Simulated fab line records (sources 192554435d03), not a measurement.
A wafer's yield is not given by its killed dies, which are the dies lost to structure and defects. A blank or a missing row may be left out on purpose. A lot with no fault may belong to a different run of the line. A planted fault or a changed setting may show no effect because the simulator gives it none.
The same fault as seen by 3 desks / flow n5_finfet / what lay behind the numbers comes last; until then each desk has only its own

== THE DEFECT DESK ==
For each lot, the counts of the inspections along the route, averaged over the sampled wafers that have a number. A lot is out of limits, marked OUT, if its mean lies more than 4 standard deviations from the usual mean; the brackets give that distance.
Columns: A = raw_defect_count at N5_PMOS_HMC_CHANNEL_EPI_INSPECT_11, usual 2.0
lot=L240; first seen here=day 1 17:58; A=2.0
lot=L247; first seen here=day 3 12:20; A=2.3
lot=L248; first seen here=day 3 17:20; A=0.7
lot=L249; first seen here=day 3 23:10; A=3.0
lot=L253; first seen here=day 5 00:03; A=2.7
lot=L254; first seen here=day 5 05:56; A=3.0
lot=L261; first seen here=day 6 23:16; A=1.7
lot=L262; first seen here=day 7 05:57; A=1.3
lot=L263; first seen here=day 7 11:00; A=1.7
This desk's verdict: no lot among the 9 shows anything out of limits.

== THE TOOL OWNER'S DESK: litho_track-02 ==
The tool's own readings at N5_PMOS_HMC_CHANNEL_EPI_PEB_07 (peb time 60 s): means of the sampled wafers that have a number, for each lot that ran on this tool. A lot is out of limits, marked OUT, if its mean lies more than 4 standard deviations from the usual mean; the brackets give that distance.
Columns: A = heater_power_total_W at N5_PMOS_HMC_CHANNEL_EPI_PEB_07, usual 175.3 W; B = plate_temp_C at N5_PMOS_HMC_CHANNEL_EPI_PEB_07, usual 110.02 C; C = resist_line_temp_C at N5_PMOS_HMC_CHANNEL_EPI_PEB_07, usual 22.96 C
lot=L240; first seen here=day 1 17:50; A=175.4; B=109.95; C=22.87
lot=L247; first seen here=day 3 12:13; A=176.3; B=110.05; C=23.01
lot=L249; first seen here=day 3 23:02; A=173.7; B=110.12; C=23.00
lot=L253; first seen here=day 4 23:55; A=185.7 (+6.5) OUT; B=114.49 (+37) OUT; C=22.98
lot=L254; first seen here=day 5 05:49; A=185.5 (+6.4) OUT; B=114.67 (+39) OUT; C=23.13
lot=L263; first seen here=day 7 10:53; A=174.9; B=110.16; C=23.04
This desk's verdict: out of limits on L253, L254, starting with L253 at day 4 23:55 (heater_power_total_W at N5_PMOS_HMC_CHANNEL_EPI_PEB_07). In limits: L240, L247, L249, L263.

== FROM THE METROLOGY DESK ==
Lot by lot, what the gauges showed, no matter which tool ran the lot: averages of those sampled wafers that carry a number. A lot is out of limits, marked OUT, if its mean lies more than 4 standard deviations from the usual mean; the brackets give that distance. Of its 11 readings 7 are shown: the one that was out of limits first, and those that lie furthest out on some lot.
Columns: A = cd_nm at N5_PMOS_HMC_CHANNEL_EPI_CD_MEAS_09, usual 237.4 nm; B = DIBL_N at N5_BEOL_M4_RC_MEAS_101, usual 36.8 mV/V; C = DIBL_P at N5_BEOL_M4_RC_MEAS_101, usual 37.1 mV/V; D = ION_N at N5_BEOL_M4_RC_MEAS_101, usual 679 uA/um; E = ION_P at N5_BEOL_M4_RC_MEAS_101, usual 466 uA/um; F = SS_N at N5_BEOL_M4_RC_MEAS_101, usual 71.7 mV/dec; G = VT_P at N5_BEOL_M4_RC_MEAS_101, usual -250 mV
lot=L240; first seen here=day 1 17:55; A=236.4; B=37.3; C=38.3; D=675; E=461; F=72.0; G=-251
lot=L247; first seen here=day 3 12:17; A=236.5; B=38.3; C=37.4; D=691; E=472; F=72.0; G=-246
lot=L248; first seen here=day 3 17:17; A=238.2; B=37.2; C=38.1; D=685; E=463; F=72.2; G=-251
lot=L249; first seen here=day 3 23:07; A=238.1; B=37.1; C=38.3; D=680; E=457; F=71.7; G=-255
lot=L253; first seen here=day 4 23:59; A=249.1 (+11) OUT; B=35.4; C=33.9; D=669; E=465; F=71.0; G=-250
lot=L254; first seen here=day 5 05:53; A=248.9 (+10) OUT; B=37.7; C=36.0; D=665; E=462; F=71.5; G=-249
lot=L261; first seen here=day 6 23:13; A=236.7; B=37.8; C=37.8; D=698; E=475; F=71.8; G=-249
lot=L262; first seen here=day 7 05:53; A=238.9; B=34.9; C=34.7; D=679; E=472; F=71.7; G=-248
lot=L263; first seen here=day 7 10:56; A=236.3; B=37.0; C=36.8; D=674; E=464; F=71.2; G=-248
This desk's verdict: out of limits on L253, L254, starting with L253 at day 4 23:59 (cd_nm at N5_PMOS_HMC_CHANNEL_EPI_CD_MEAS_09). In limits: L240, L247, L248, L249, L261, L262, L263.

== ALL TOGETHER ==
An alarm could have come from the tool owner's desk at day 4 23:55, on L253, L254.
Metrology desk: alarm possible at day 4 23:59 on L253, L254.
Nothing the defect desk looked at was out of limits.
The defect desk has L253, L254 on record, within its limits.
Of the lots named, all ran N5_PMOS_HMC_CHANNEL_EPI_PEB_07 on litho_track-02.

== WHAT THE SIMULATOR PUT IN ==
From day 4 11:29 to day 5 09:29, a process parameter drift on litho_track-02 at N5_PMOS_HMC_CHANNEL_EPI_PEB_07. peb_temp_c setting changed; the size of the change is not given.
Shown lots that were struck: L253, L254.
Delay (hours) between the fault's onset and each desk's first out-of-limits reading: 12 at the tool owner's desk, 13 at the metrology desk.
